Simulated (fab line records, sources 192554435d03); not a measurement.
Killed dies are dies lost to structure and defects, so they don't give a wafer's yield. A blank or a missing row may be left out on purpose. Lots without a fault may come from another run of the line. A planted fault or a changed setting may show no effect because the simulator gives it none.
One fault seen from 2 desks | flow n5_finfet | each desk has only its own numbers; what lay behind them comes last

THE METROLOGY DESK
What the gauges read, lot by lot, whatever tool the lot ran on: means of the sampled wafers that have a number. A lot is out of limits, marked OUT, if its mean lies more than 4 standard deviations from the usual mean; the brackets give that distance.
Columns: A = trench_depth_nm at N5_BEOL_M6_OCD_MEAS_38, usual 94.2 nm; B = M6_THK at N5_BEOL_M6_THK_MEAS_53, usual 78.9 nm; C = M6_RS at N5_BEOL_M6_RS_MEAS_57, usual 0.287 ohm/sq
lot  | first seen here | A    | B    | C
L106 | day 10 14:53    | 95.4 | 80.3 | 0.280
L109 | day 11 23:03    | 96.1 | 79.8 | 0.285
L118 | day 16 03:32    | 95.5 | 81.1 | 0.278
L119 | day 16 15:55    | 93.8 | 79.2 | 0.289
L126 | day 17 03:36    | 95.5 | 77.4 | 0.289
L128 | day 17 05:23    | 96.3 | 80.2 | 0.280
L123 | day 17 20:43    | 94.7 | 78.6 | 0.287
L127 | day 18 13:16    | 94.3 | 78.8 | 0.289
This desk's finding: nothing out of limits on any of the 8 lots.

THE TOOL OWNER'S DESK: rie_diel-04
The tool's own readings at N5_BEOL_M6_TRENCH_ETCH_37 (etches SiCOH lowk in C4F6/O2, target depth 94.435 nm, time 31.5 s): means of the sampled wafers that have a number, for each lot that ran on this tool. A lot is out of limits, marked OUT, if its mean lies more than 4 standard deviations from the usual mean; the brackets give that distance. Of its 9 readings 7 are shown: the one that was out of limits first, and those that lie furthest out on some lot.
Columns: A = oes_ar_750_au at N5_BEOL_M6_TRENCH_ETCH_37, usual 0.83 a.u.; B = oes_f_703_au at N5_BEOL_M6_TRENCH_ETCH_37, usual 0.83 a.u.; C = oes_o_777_au at N5_BEOL_M6_TRENCH_ETCH_37, usual 0.83 a.u.; D = oes_product_au at N5_BEOL_M6_TRENCH_ETCH_37, usual 0.83 a.u.; E = rf_fwd_power_W at N5_BEOL_M6_TRENCH_ETCH_37, usual 340.5 W; F = rf_vpp_V at N5_BEOL_M6_TRENCH_ETCH_37, usual 666 V; G = showerhead_plenum_p_Torr at N5_BEOL_M6_TRENCH_ETCH_37, usual 2.88 Torr
lot  | first seen here | A    | B    | C    | D    | E               | F   | G
L106 | day 10 14:43    | 0.93 | 0.93 | 0.92 | 0.94 | 339.7           | 668 | 2.90
L109 | day 11 22:53    | 0.85 | 0.89 | 0.88 | 0.82 | 367.0 (+16) OUT | 642 | 2.86
L118 | day 16 03:22    | 0.86 | 0.86 | 0.86 | 0.87 | 339.6           | 665 | 2.85
L126 | day 17 03:28    | 0.85 | 0.86 | 0.85 | 0.86 | 339.4           | 665 | 2.84
L128 | day 17 05:14    | 0.88 | 0.88 | 0.89 | 0.89 | 339.5           | 663 | 2.86
L123 | day 17 20:34    | 0.82 | 0.82 | 0.83 | 0.83 | 340.6           | 665 | 2.79
L127 | day 18 13:06    | 0.85 | 0.85 | 0.84 | 0.85 | 340.7           | 660 | 2.77
This desk's finding: out of limits on L109; first on L109, day 11 22:53 (rf_fwd_power_W at N5_BEOL_M6_TRENCH_ETCH_37). In limits: L106, L118, L126, L128, L123, L127.

PUT TOGETHER
The tool owner's desk could have raised an alarm at day 11 22:53, on L109.
The metrology desk saw nothing out of limits.
The metrology desk has L109 on record, within its limits.
Of the lots named, all ran N5_BEOL_M6_TRENCH_ETCH_37 on rie_diel-04.

WHAT THE SIMULATOR HAD PUT IN
Process parameter drift: rie_diel-04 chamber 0, from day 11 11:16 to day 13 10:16, at N5_BEOL_M6_TRENCH_ETCH_37. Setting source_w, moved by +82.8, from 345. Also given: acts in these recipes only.
Lots struck among those shown: L109.
Hours from the fault's start to each desk's first reading out of limits: the tool owner's desk, 12.
